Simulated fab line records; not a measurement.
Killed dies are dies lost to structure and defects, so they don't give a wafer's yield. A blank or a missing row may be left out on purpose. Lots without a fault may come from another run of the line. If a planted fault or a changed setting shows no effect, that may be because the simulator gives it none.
Chamber matching ; flow n5-finfet ; N5_BEOL_M0_SAQP_SPACER2_ALD_26 on ald-sin-03 has 4 sister chambers
The step deposits SiO2, target thk 15 nm, pulse time 1 s, purge time 2 s. 45 wafers are shown with their chamber, then 12 later ones without.

WAFERS WITH THEIR CHAMBER
wafer;chamber;heater-power-w (W);precursor-pulse-height-rel
L074.1;1;495;0.996
L074.2;0;509;0.982
L074.3;2;508;1.033
L074.4;3;437;0.977
L074.5;0;506;1.000
L074.6;3;447;0.996
L075.3;3;450;1.016
L075.4;1;490;0.999
L075.5;1;487;1.032
L076.2;2;521;0.985
L076.4;0;501;1.012
L076.5;3;445;0.989
L077.1;3;443;1.009
L077.3;0;507;1.003
L077.5;3;442;0.980
L080.1;3;463;1.051
L080.2;1;507;1.002
L080.3;2;516;1.024
L080.4;0;507;0.999
L080.5;1;495;0.998
L080.6;2;513;1.017
L081.1;0;500;0.978
L081.2;2;516;1.013
L081.3;1;493;1.015
L081.4;3;448;1.012
L081.5;0;512;1.020
L081.6;1;492;1.011
L082.1;1;485;0.984
L082.4;3;443;0.979
L082.6;2;514;0.982
L084.2;3;454;0.980
L084.5;2;505;0.982
L084.6;1;483;1.016
L086.1;0;497;1.007
L086.2;1;496;0.996
L086.3;3;445;1.002
L086.4;2;527;0.949
L086.5;3;457;1.011
L086.6;2;510;0.984
L088.4;0;501;1.019
L088.5;1;486;1.022
L088.6;2;528;0.983
L089.1;0;512;0.985
L089.3;3;449;0.984
L089.4;1;495;1.011

SIGNATURES (averages over the wafers above)
reading;chamber 0;chamber 1;chamber 2;chamber 3;scatter within a chamber
heater-power-w;505.20;492.00;515.80;447.92;6.63
precursor-pulse-height-rel;1.00050;1.00683;0.99520;0.99892;0.0193
Rule: for a wafer and a chamber, the distance is found by dividing, reading by reading, the gap between the wafer's reading and the chamber's mean by the reading's scatter, squaring, summing and taking the root. The wafer belongs to the nearest chamber; if the next one is less than 2 further off, it can't be placed. How the scatter is found: for the shown wafers, subtract from each reading the mean of its chamber, square and add these, divide the total by (wafers less chambers), then take the root.

WAFERS MISSING THEIR CHAMBER
wafer;heater-power-w (W);precursor-pulse-height-rel
L090.1;454;1.016
L090.2;519;0.998
L090.6;446;0.971
L094.1;496;0.999
L094.2;514;1.017
L094.3;444;1.025
L094.4;499;1.009
L094.5;523;1.024
L094.6;447;0.986
L097.4;512;1.031
L097.5;493;0.997
L097.6;514;0.977

WHICH CHAMBER EACH WENT THROUGH
wafer;from the rows above;in truth
L090.1;3;3
L090.2;can't be placed: 2 or 0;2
L090.6;3;3
L094.1;can't be placed: 1 or 0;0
L094.2;can't be placed: 2 or 0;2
L094.3;3;3
L094.4;can't be placed: 0 or 1 or 2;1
L094.5;can't be placed: 2 or 0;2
L094.6;3;3
L097.4;can't be placed: 0 or 2 or 1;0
L097.5;can't be placed: 1 or 0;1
L097.6;can't be placed: 2 or 0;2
Placed correctly: 4 of 12. From these rows, 8 cannot be placed; in 8 the true chamber is one of the candidates. Number placed wrongly: 0.
